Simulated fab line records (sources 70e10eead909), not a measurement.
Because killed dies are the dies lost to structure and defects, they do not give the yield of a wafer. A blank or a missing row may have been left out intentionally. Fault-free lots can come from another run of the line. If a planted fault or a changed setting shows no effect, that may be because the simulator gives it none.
Matching of chambers | flow nandHarc | rieDiel-07 running NHARC_A_STAIRCASE_ETCH_253: 4 sister chambers
The step etches the open film in C4F8/O2, target depth 50 nm, time 20.2 s. 8 wafers are shown with their chamber, then 8 later ones without.

== EACH WAFER AND ITS CHAMBER ==
wafer  | chamber | rfVppV (V) | biasW (W)
L075.6 | 2       | 903        | 1003
L077.4 | 1       | 894        | 1001
L077.5 | 1       | 895        | 995
L081.1 | 2       | 906        | 1005
L090.1 | 3       | 902        | 1008
L090.3 | 0       | 900        | 999
L090.6 | 3       | 902        | 997
L094.1 | 0       | 899        | 998

== WAFERS MISSING THEIR CHAMBER ==
wafer  | rfVppV (V) | biasW (W)
L094.3 | 895        | 1003
L094.5 | 901        | 1000
L096.1 | 894        | 1000
L096.5 | 894        | 1007
L096.6 | 901        | 995
L095.1 | 901        | 1000
L095.2 | 894        | 1000
L095.3 | 904        | 999

== CHAMBER TAKEN BY EACH ==
wafer  | from the rows above     | in truth
L094.3 | 1                       | 1
L094.5 | can't be placed: 3 or 0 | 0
L096.1 | 1                       | 1
L096.5 | 1                       | 1
L096.6 | can't be placed: 0 or 3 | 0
L095.1 | can't be placed: 3 or 0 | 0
L095.2 | 1                       | 1
L095.3 | can't be placed: 2 or 3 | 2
Correct placement for 4 of the 8. From these rows, 4 cannot be placed; in 4 the true chamber is one of the candidates. Placed wrongly: 0.
How it was worked out, from the rows above alone: a wafer's distance from a chamber is the root of the sum, over the readings, of the square of ((its reading less the chamber's mean) divided by the reading's scatter). If the next closest chamber is less than 2 further off than the closest, the wafer can't be placed; otherwise it belongs to the closest. A chamber's mean is the mean of its shown wafers. The scatter: the root of (the sum of the squares of (reading less its chamber's mean) over the shown wafers, divided by (wafers less chambers)).
